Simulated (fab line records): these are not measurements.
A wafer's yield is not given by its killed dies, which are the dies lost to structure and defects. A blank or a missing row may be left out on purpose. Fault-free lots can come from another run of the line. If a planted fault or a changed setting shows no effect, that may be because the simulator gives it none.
Chamber matching :: flow n5Finfet :: uvCure-02 running N5_BEOL_M5_CURE_80: 3 sister chambers
The step cures SiCOH lowk, time 120 s. 3 wafers are shown with their chamber, then 9 later ones without.

WAFERS, EACH WITH ITS CHAMBER
wafer: L075.6
chamber: 1
lampPowerPct (%): 52.33

wafer: L087.5
chamber: 0
lampPowerPct (%): 52.20

wafer: L090.6
chamber: 2
lampPowerPct (%): 52.33

WAFERS WHOSE CHAMBER IS MISSING
wafer: L090.2
lampPowerPct (%): 52.35

wafer: L090.3
lampPowerPct (%): 52.40

wafer: L090.4
lampPowerPct (%): 52.27

wafer: L091.1
lampPowerPct (%): 52.32

wafer: L091.3
lampPowerPct (%): 52.33

wafer: L091.4
lampPowerPct (%): 52.40

wafer: L097.4
lampPowerPct (%): 52.25

wafer: L097.5
lampPowerPct (%): 52.39

wafer: L097.6
lampPowerPct (%): 52.37

EACH ONE'S CHAMBER
wafer: L090.2
from the rows above: can't be placed: 1 or 2
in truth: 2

wafer: L090.3
from the rows above: can't be placed: 1 or 2
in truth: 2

wafer: L090.4
from the rows above: can't be placed: 1 or 2 or 0
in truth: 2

wafer: L091.1
from the rows above: can't be placed: 1 or 2
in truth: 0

wafer: L091.3
from the rows above: can't be placed: 1 or 2
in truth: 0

wafer: L091.4
from the rows above: can't be placed: 1 or 2
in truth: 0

wafer: L097.4
from the rows above: can't be placed: 0 or 1 or 2
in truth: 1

wafer: L097.5
from the rows above: can't be placed: 1 or 2
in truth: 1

wafer: L097.6
from the rows above: can't be placed: 1 or 2
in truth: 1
Correctly placed: 0 of 9. These rows do not allow placing 9 (true chamber among the candidates in 6). Number placed wrongly: 0.
How it was worked out, from the rows above alone: a wafer's distance from a chamber is the root of the sum, over the readings, of the square of ((its reading less the chamber's mean) divided by the reading's scatter). If the next closest chamber is less than 2 further off than the closest, the wafer can't be placed; otherwise it belongs to the closest. For every chamber, the mean is computed from those of its wafers that are shown. The scatter: with one shown wafer a chamber, the root of the mean of the squares of how far each hidden wafer lies from its nearest shown one.
